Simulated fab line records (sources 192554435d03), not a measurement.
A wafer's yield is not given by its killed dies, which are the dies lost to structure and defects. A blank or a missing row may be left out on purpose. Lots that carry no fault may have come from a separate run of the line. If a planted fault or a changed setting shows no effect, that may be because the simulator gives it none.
Split-lot experiment    flow n5_finfet    on a route of 1938 steps: 7 lots, 21 wafers read

== SPLIT DETAILS ==
At N5_BEOL_M9_EXPOSE_08 (exposes mask M9), the setting dose_mj was moved away from the recipe's 53.75 on 5 of the 21 wafers read, by -5.7% to +4.0%. This setting was run at the recipe's value on the other wafers.

== FROM THE SPLIT TO THE READING: what the file shows between them, 2 steps ==
- N5_BEOL_M9_PEB_09: peb time 60 s
- N5_BEOL_M9_DEVELOP_10: develop time 30 s

== THE READING ==
cd_nm at N5_BEOL_M9_CD_MEAS_11, given in nm (cd target 64.1 nm). Fault-free wafers of this fab line usually give 64.3 nm, standard deviation 0.55 nm.

wafer   tool, chamber at the split  dose_mj as run  against the recipe  cd_nm, nm  against lot-mates on the recipe
L077.3  arfi_scanner-03, 0          53.75           recipe              64.3       -
L077.5  arfi_scanner-03, 0          53.75           recipe              62.8       -
L077.6  arfi_scanner-03, 0          53.75           recipe              64.2       -
L081.3  arfi_scanner-03, 0          53.75           recipe              64.6       -
L081.4  arfi_scanner-03, 0          53.75           recipe              64.4       -
L081.5  arfi_scanner-03, 0          53.75           recipe              64.9       -
L084.1  arfi_scanner-02, 0          53.75           recipe              63.8       -
L084.2  arfi_scanner-02, 0          55.91           +4.0%               66.7       +2.3
L084.3  arfi_scanner-02, 0          53.75           recipe              65.0       -
L085.2  arfi_scanner-03, 0          53.75           recipe              63.6       -
L085.3  arfi_scanner-03, 0          53.75           recipe              64.0       -
L085.5  arfi_scanner-03, 0          53.75           recipe              64.0       -
L091.1  arfi_scanner-01, 0          51.75           -3.7%               62.3       -2.0
L091.4  arfi_scanner-01, 0          53.75           recipe              64.3       -
L091.6  arfi_scanner-01, 0          51.75           -3.7%               62.5       -1.8
L089.1  arfi_scanner-01, 0          54.94           +2.2%               66.0       +1.2
L089.4  arfi_scanner-01, 0          53.75           recipe              64.9       -
L089.5  arfi_scanner-01, 0          53.75           recipe              64.7       -
L094.2  arfi_scanner-03, 0          53.75           recipe              64.4       -
L094.4  arfi_scanner-03, 0          50.71           -5.7%               61.8       -2.7
L094.6  arfi_scanner-03, 0          53.75           recipe              64.5       -

THE FIT
A straight line over all 21 wafers: cd_nm changes by +0.52 nm for each +1% of dose_mj; r = +0.90; the points scatter about the line by 0.53 nm.
The same after taking each lot's own level away (the mean of its wafers on the recipe; 21 wafers): +0.51 nm for each +1%; r = +0.94; scatter 0.36 nm.
That fit puts the effect of the largest move of dose_mj on the reading at 2.9 nm.
Across the lots, their own levels run from 63.77 to 64.80 nm, a range of 1.9 times the standard deviation given above.
The two slopes agree, so the slope changes little with the lot-to-lot level.
Check: with one of the wafers moved furthest among these (-5.7%) left out of the fit, the line predicts -3.01 nm for it against its lot-mates. Against them it came out at -2.65 nm.

== THE WHOLE CHAIN: every reading that the file lists as answering this split, in the file's order ==
step                   what it does                                        reading                                                                change (the file's fit)                r (the file's)
N5_BEOL_M9_CD_MEAS_11  target cd 64.1 nm                                   cd_nm                                                                  +0.51 nm for each +1% of the setting   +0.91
N5_BEOL_M9_ETCH_61     etches SiARC in CF4, target depth 39 nm, time 65 s  BEOL_M9.cd_offset_nm (the simulator's own value, which no gauge read)  +0.434 nm for each +1% of the setting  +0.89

== THE FILE'S OWN FIT ==
cd_nm changes by +0.51 nm for each +1% of dose_mj, r = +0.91.
